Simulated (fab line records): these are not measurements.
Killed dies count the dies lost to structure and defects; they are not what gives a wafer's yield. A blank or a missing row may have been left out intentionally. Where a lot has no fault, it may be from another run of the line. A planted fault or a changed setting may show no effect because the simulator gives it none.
Which tool is to blame? || flow n5_finfet || 11 lots, 33 wafers sampled, at 5 steps of a route of 1938

WHAT THE GAUGES READ, wafer by wafer
N5_BEOL_M1_THK_MEAS_53: measures by xrf.
{"lot": "L502", "measured": "day 6 22:26", "on": "film_metro-02", "M1_THK (nm)": "37.8 38.7 41.1"}
{"lot": "L503", "measured": "day 7 14:44", "on": "film_metro-02", "M1_THK (nm)": "40.9 41.2 42.5"}
{"lot": "L505", "measured": "day 7 18:18", "on": "film_metro-02", "M1_THK (nm)": "40.6 39.4 42.2"}
{"lot": "L507", "measured": "day 8 04:28", "on": "film_metro-02", "M1_THK (nm)": "41.6 42.0 42.4"}
{"lot": "L508", "measured": "day 8 09:01", "on": "film_metro-02", "M1_THK (nm)": "42.7 38.9 39.1"}
{"lot": "L510", "measured": "day 9 07:34", "on": "film_metro-02", "M1_THK (nm)": "38.4 38.0 38.9"}
{"lot": "L513", "measured": "day 9 15:28", "on": "film_metro-01", "M1_THK (nm)": "39.6 43.5 40.0"}
{"lot": "L515", "measured": "day 10 13:20", "on": "film_metro-01", "M1_THK (nm)": "38.2 40.9 41.8"}
{"lot": "L520", "measured": "day 11 12:55", "on": "film_metro-02", "M1_THK (nm)": "39.3 41.4 42.4"}
{"lot": "L522", "measured": "day 12 01:05", "on": "film_metro-02", "M1_THK (nm)": "38.9 35.5 38.0"}
{"lot": "L523", "measured": "day 12 08:48", "on": "film_metro-02", "M1_THK (nm)": "40.1 38.9 40.5"}

N5_BEOL_M4_RC_MEAS_101.
{"lot": "L502", "measured": "day 9 08:23", "on": "prober-02", "DIBL_N (mV/V)": "35.7 37.7 34.8", "DIBL_P (mV/V)": "35 36 34", "IOFF_N (nA/um)": "0.16 0.19 0.14", "IOFF_P (nA/um)": "0.22 0.22 0.18", "ION_N (uA/um)": "671 677 656", "ION_P (uA/um)": "464 461 455", "SS_N (mV/dec)": "71.8 72.6 71.9", "SS_P (mV/dec)": "72.9 73.0 72.3", "VT_N (mV)": "249 251 253", "VT_P (mV)": "-249 -249 -249"}
{"lot": "L503", "measured": "day 9 13:48", "on": "prober-01", "DIBL_N (mV/V)": "37.7 36.7 37.9", "DIBL_P (mV/V)": "39 37 38", "IOFF_N (nA/um)": "0.20 0.19 0.20", "IOFF_P (nA/um)": "0.25 0.23 0.23", "ION_N (uA/um)": "688 681 664", "ION_P (uA/um)": "467 464 453", "SS_N (mV/dec)": "71.6 72.0 73.0", "SS_P (mV/dec)": "73.7 72.7 73.8", "VT_N (mV)": "248 245 247", "VT_P (mV)": "-248 -248 -248"}
{"lot": "L505", "measured": "day 9 13:41", "on": "prober-02", "DIBL_N (mV/V)": "40.3 35.2 36.3", "DIBL_P (mV/V)": "37 35 36", "IOFF_N (nA/um)": "0.26 0.13 0.14", "IOFF_P (nA/um)": "0.19 0.16 0.17", "ION_N (uA/um)": "659 654 655", "ION_P (uA/um)": "447 445 441", "SS_N (mV/dec)": "74.5 70.6 71.5", "SS_P (mV/dec)": "73.1 73.0 72.5", "VT_N (mV)": "250 253 252", "VT_P (mV)": "-253 -254 -254"}
{"lot": "L507", "measured": "day 9 21:47", "on": "prober-02", "DIBL_N (mV/V)": "36.1 33.4 36.5", "DIBL_P (mV/V)": "34 31 36", "IOFF_N (nA/um)": "0.14 0.11 0.15", "IOFF_P (nA/um)": "0.20 0.16 0.22", "ION_N (uA/um)": "674 656 677", "ION_P (uA/um)": "464 453 474", "SS_N (mV/dec)": "72.4 71.2 72.2", "SS_P (mV/dec)": "72.6 71.6 73.4", "VT_N (mV)": "252 256 253", "VT_P (mV)": "-250 -252 -250"}
{"lot": "L508", "measured": "day 10 16:02", "on": "prober-01", "DIBL_N (mV/V)": "33.4 39.3 36.0", "DIBL_P (mV/V)": "31 38 34", "IOFF_N (nA/um)": "0.11 0.22 0.14", "IOFF_P (nA/um)": "0.15 0.24 0.18", "ION_N (uA/um)": "663 685 661", "ION_P (uA/um)": "456 465 443", "SS_N (mV/dec)": "70.8 72.2 71.0", "SS_P (mV/dec)": "72.4 73.3 72.4", "VT_N (mV)": "256 247 254", "VT_P (mV)": "-254 -249 -253"}
{"lot": "L510", "measured": "day 10 18:53", "on": "prober-02", "DIBL_N (mV/V)": "37.4 37.3 38.5", "DIBL_P (mV/V)": "35 39 39", "IOFF_N (nA/um)": "0.20 0.17 0.20", "IOFF_P (nA/um)": "0.18 0.22 0.22", "ION_N (uA/um)": "679 670 672", "ION_P (uA/um)": "453 455 449", "SS_N (mV/dec)": "72.4 71.4 73.4", "SS_P (mV/dec)": "73.6 74.0 74.6", "VT_N (mV)": "248 251 250", "VT_P (mV)": "-253 -252 -251"}
{"lot": "L513", "measured": "day 11 17:23", "on": "prober-01", "DIBL_N (mV/V)": "36.5 35.9 35.7", "DIBL_P (mV/V)": "37 36 37", "IOFF_N (nA/um)": "0.16 0.17 0.17", "IOFF_P (nA/um)": "0.22 0.22 0.23", "ION_N (uA/um)": "682 676 678", "ION_P (uA/um)": "466 465 473", "SS_N (mV/dec)": "73.1 71.8 71.9", "SS_P (mV/dec)": "73.8 73.9 73.6", "VT_N (mV)": "251 247 250", "VT_P (mV)": "-248 -249 -249"}
{"lot": "L515", "measured": "day 12 13:16", "on": "prober-01", "DIBL_N (mV/V)": "44.3 36.7 38.2", "DIBL_P (mV/V)": "45 35 38", "IOFF_N (nA/um)": "0.39 0.17 0.19", "IOFF_P (nA/um)": "0.41 0.20 0.24", "ION_N (uA/um)": "708 664 671", "ION_P (uA/um)": "473 453 458", "SS_N (mV/dec)": "74.5 71.5 71.8", "SS_P (mV/dec)": "75.2 73.1 73.4", "VT_N (mV)": "243 250 249", "VT_P (mV)": "-240 -250 -250"}
{"lot": "L520", "measured": "day 13 00:14", "on": "prober-02", "DIBL_N (mV/V)": "41.6 35.2 39.3", "DIBL_P (mV/V)": "41 35 38", "IOFF_N (nA/um)": "0.28 0.14 0.24", "IOFF_P (nA/um)": "0.27 0.17 0.23", "ION_N (uA/um)": "683 651 682", "ION_P (uA/um)": "463 446 461", "SS_N (mV/dec)": "73.6 71.9 73.2", "SS_P (mV/dec)": "75.0 72.9 74.9", "VT_N (mV)": "243 255 247", "VT_P (mV)": "-248 -255 -251"}
{"lot": "L522", "measured": "day 13 21:37", "on": "prober-01", "DIBL_N (mV/V)": "36.6 34.7 34.5", "DIBL_P (mV/V)": "37 35 35", "IOFF_N (nA/um)": "0.17 0.14 0.14", "IOFF_P (nA/um)": "0.18 0.16 0.16", "ION_N (uA/um)": "682 665 670", "ION_P (uA/um)": "459 446 458", "SS_N (mV/dec)": "72.2 71.2 70.7", "SS_P (mV/dec)": "72.7 73.3 73.3", "VT_N (mV)": "251 251 252", "VT_P (mV)": "-256 -255 -258"}
{"lot": "L523", "measured": "day 14 00:27", "on": "prober-01", "DIBL_N (mV/V)": "34.9 37.6 37.8", "DIBL_P (mV/V)": "35 38 39", "IOFF_N (nA/um)": "0.13 0.16 0.19", "IOFF_P (nA/um)": "0.16 0.19 0.22", "ION_N (uA/um)": "662 662 681", "ION_P (uA/um)": "456 448 460", "SS_N (mV/dec)": "71.0 71.7 71.8", "SS_P (mV/dec)": "73.0 73.5 73.7", "VT_N (mV)": "254 254 249", "VT_P (mV)": "-253 -253 -252"}

EACH LOT AND THE TOOL THAT RAN IT (in order: tool; ch and the chambers of the sampled wafers; start)
{"lot": "L502", "N5_BEOL_M1_ANNEAL_93": "pvd_sputter-02, day 6 21:17", "N5_BEOL_M1_CO_CAP_55": "cvd_co-02 ch 1,2, day 6 22:31", "N5_BEOL_M2_COAT_61": "litho_track-04 ch 0, day 6 23:23"}
{"lot": "L503", "N5_BEOL_M1_ANNEAL_93": "pvd_sputter-03, day 7 13:35", "N5_BEOL_M1_CO_CAP_55": "cvd_co-02 ch 1,2, day 7 14:49", "N5_BEOL_M2_COAT_61": "litho_track-01 ch 0, day 7 18:25"}
{"lot": "L505", "N5_BEOL_M1_ANNEAL_93": "pvd_sputter-01, day 7 17:09", "N5_BEOL_M1_CO_CAP_55": "cvd_co-01 ch 0,1,2, day 7 18:23", "N5_BEOL_M2_COAT_61": "litho_track-01 ch 0, day 7 19:54"}
{"lot": "L507", "N5_BEOL_M1_ANNEAL_93": "pvd_sputter-01, day 8 03:19", "N5_BEOL_M1_CO_CAP_55": "cvd_co-02 ch 0,1,2, day 8 04:32", "N5_BEOL_M2_COAT_61": "litho_track-04 ch 0, day 8 05:35"}
{"lot": "L508", "N5_BEOL_M1_ANNEAL_93": "pvd_sputter-01, day 8 07:52", "N5_BEOL_M1_CO_CAP_55": "cvd_co-01 ch 0,1,2, day 8 09:05", "N5_BEOL_M2_COAT_61": "litho_track-01 ch 0, day 8 10:22"}
{"lot": "L510", "N5_BEOL_M1_ANNEAL_93": "pvd_sputter-03, day 9 06:25", "N5_BEOL_M1_CO_CAP_55": "cvd_co-02 ch 0,2, day 9 07:38", "N5_BEOL_M2_COAT_61": "litho_track-04 ch 0, day 9 08:49"}
{"lot": "L513", "N5_BEOL_M1_ANNEAL_93": "pvd_sputter-03, day 9 14:11", "N5_BEOL_M1_CO_CAP_55": "cvd_co-02 ch 1,2, day 9 15:32", "N5_BEOL_M2_COAT_61": "litho_track-01 ch 0, day 9 17:44"}
{"lot": "L515", "N5_BEOL_M1_ANNEAL_93": "pvd_sputter-03, day 10 12:09", "N5_BEOL_M1_CO_CAP_55": "cvd_co-02 ch 0,1,2, day 10 13:24", "N5_BEOL_M2_COAT_61": "litho_track-01 ch 0, day 10 13:56"}
{"lot": "L520", "N5_BEOL_M1_ANNEAL_93": "pvd_sputter-02, day 11 11:38", "N5_BEOL_M1_CO_CAP_55": "cvd_co-02 ch 1,2, day 11 13:04", "N5_BEOL_M2_COAT_61": "litho_track-04 ch 0, day 11 15:28"}
{"lot": "L522", "N5_BEOL_M1_ANNEAL_93": "pvd_sputter-01, day 11 23:56", "N5_BEOL_M1_CO_CAP_55": "cvd_co-02 ch 0,1, day 12 01:16", "N5_BEOL_M2_COAT_61": "litho_track-04 ch 0, day 12 03:01"}
{"lot": "L523", "N5_BEOL_M1_ANNEAL_93": "pvd_sputter-03, day 12 07:40", "N5_BEOL_M1_CO_CAP_55": "cvd_co-02 ch 0,1, day 12 08:54", "N5_BEOL_M2_COAT_61": "litho_track-05 ch 0, day 12 10:03"}
- N5_BEOL_M1_ANNEAL_93: time 240 s.
- N5_BEOL_M1_CO_CAP_55: material Co, precursor CCTBA/H2, target thk 2 nm, time 102.1 s.
- N5_BEOL_M2_COAT_61: time 60 s, resist thk 60 nm.

WHAT THE TOOLS THEMSELVES READ (means of the sampled wafers that have a number; where no wafer has one, the mark that the record gives instead)
N5_BEOL_M1_ANNEAL_93.
{"lot": "L502", "tool": "pvd_sputter-02", "heater_power_w (W)": 828}
{"lot": "L503", "tool": "pvd_sputter-03", "heater_power_w (W)": 844}
{"lot": "L505", "tool": "pvd_sputter-01", "heater_power_w (W)": 754}
{"lot": "L507", "tool": "pvd_sputter-01", "heater_power_w (W)": 842}
{"lot": "L508", "tool": "pvd_sputter-01", "heater_power_w (W)": 871}
{"lot": "L510", "tool": "pvd_sputter-03", "heater_power_w (W)": 805}
{"lot": "L513", "tool": "pvd_sputter-03", "heater_power_w (W)": 842}
{"lot": "L515", "tool": "pvd_sputter-03", "heater_power_w (W)": 867}
{"lot": "L520", "tool": "pvd_sputter-02", "heater_power_w (W)": 744}
{"lot": "L522", "tool": "pvd_sputter-01", "heater_power_w (W)": 929}
{"lot": "L523", "tool": "pvd_sputter-03", "heater_power_w (W)": 860}

N5_BEOL_M1_CO_CAP_55.
{"lot": "L502", "tool": "cvd_co-02", "heater_power_w (W)": 238}
{"lot": "L503", "tool": "cvd_co-02", "heater_power_w (W)": 239}
{"lot": "L505", "tool": "cvd_co-01", "heater_power_w (W)": 232}
{"lot": "L507", "tool": "cvd_co-02", "heater_power_w (W)": 232}
{"lot": "L508", "tool": "cvd_co-01", "heater_power_w (W)": 229}
{"lot": "L510", "tool": "cvd_co-02", "heater_power_w (W)": 241}
{"lot": "L513", "tool": "cvd_co-02", "heater_power_w (W)": 240}
{"lot": "L515", "tool": "cvd_co-02", "heater_power_w (W)": 238}
{"lot": "L520", "tool": "cvd_co-02", "heater_power_w (W)": 240}
{"lot": "L522", "tool": "cvd_co-02", "heater_power_w (W)": 231}
{"lot": "L523", "tool": "cvd_co-02", "heater_power_w (W)": 234}

N5_BEOL_M2_COAT_61.
{"lot": "L502", "tool": "litho_track-04", "heater_power_total_W (W)": 499.7, "plate_temp_C (C)": 249.83, "resist_line_temp_C (C)": 22.98, "run_length_s (s)": 65.91}
{"lot": "L503", "tool": "litho_track-01", "heater_power_total_W (W)": 500.3, "plate_temp_C (C)": 250.01, "resist_line_temp_C (C)": 23.12, "run_length_s (s)": 66.34}
{"lot": "L505", "tool": "litho_track-01", "heater_power_total_W (W)": 500.3, "plate_temp_C (C)": 250.21, "resist_line_temp_C (C)": 22.97, "run_length_s (s)": 66.18}
{"lot": "L507", "tool": "litho_track-04", "heater_power_total_W (W)": 501.0, "plate_temp_C (C)": 249.89, "resist_line_temp_C (C)": 23.06, "run_length_s (s)": 65.92}
{"lot": "L508", "tool": "litho_track-01", "heater_power_total_W (W)": 501.7, "plate_temp_C (C)": 250.07, "resist_line_temp_C (C)": 22.84, "run_length_s (s)": 66.25}
{"lot": "L510", "tool": "litho_track-04", "heater_power_total_W (W)": 500.2, "plate_temp_C (C)": 249.95, "resist_line_temp_C (C)": 22.94, "run_length_s (s)": 65.83}
{"lot": "L513", "tool": "litho_track-01", "heater_power_total_W (W)": 580.3, "plate_temp_C (C)": 250.21, "resist_line_temp_C (C)": 23.06, "run_length_s (s)": 54.36}
{"lot": "L515", "tool": "litho_track-01", "heater_power_total_W (W)": 541.1, "plate_temp_C (C)": 249.93, "resist_line_temp_C (C)": 23.00, "run_length_s (s)": 60.39}
{"lot": "L520", "tool": "litho_track-04", "heater_power_total_W (W)": 500.0, "plate_temp_C (C)": 250.12, "resist_line_temp_C (C)": 23.14, "run_length_s (s)": 65.83}
{"lot": "L522", "tool": "litho_track-04", "heater_power_total_W (W)": 500.5, "plate_temp_C (C)": 249.99, "resist_line_temp_C (C)": 22.99, "run_length_s (s)": 66.05}
{"lot": "L523", "tool": "litho_track-05", "heater_power_total_W (W)": 500.5, "plate_temp_C (C)": 249.94, "resist_line_temp_C (C)": 23.15, "run_length_s (s)": 66.02}

THE ANSWER, worked out from the rows above alone
Rule: the usual values come from the lots themselves. The widest of any qualifying gaps counts: lots, ordered by their means at a reading, are off when they make up no more than a third of the lots, leave a main group of 4 or more, and stand apart from it by 3 or more times the standard deviation of that group's means. The tables above print the reading to a certain number of digits; a main group whose means all agree to those digits is not used. A lot without any number at a reading at which 4 lots or more have one is off too. Any other lot the step has rows for is counted as sound. The gauges are gone through in route order, then the tools' own readings, and for those a lot's mean is taken as printed above. The first step at which some lot is off is used, and at that step the reading that is off furthest; a lot without a number counts as furthest.
Off, at N5_BEOL_M2_COAT_61 on heater_power_total_W: L513, L515. Mean 500.5 W and standard deviation 0.55 in the main group.
A tool fits if, at that step or a process step before it, it ran every lot that is off, and no sound lot after the first of them. One fits: N5_BEOL_M2_COAT_61 on litho_track-01. A fault onset in the window from L508 (day 8 10:22, its last sound lot) to L513 (day 9 17:44, its first lot off) fits.
The tool's own readings at N5_BEOL_M2_COAT_61 bear it out: on the lots that are off they differ by more than 5 times the standard deviation of the sound lots' means. heater_power_total_W reads 560.7 W there against 500.5 W on the sound lots; run_length_s reads 57.38 s there against 66.04 s on the sound lots.

WHAT HAD BEEN PUT IN BY THE SIMULATOR
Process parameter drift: litho_track-01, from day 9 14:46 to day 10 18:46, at N5_BEOL_M2_COAT_61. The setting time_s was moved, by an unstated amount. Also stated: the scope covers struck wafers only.
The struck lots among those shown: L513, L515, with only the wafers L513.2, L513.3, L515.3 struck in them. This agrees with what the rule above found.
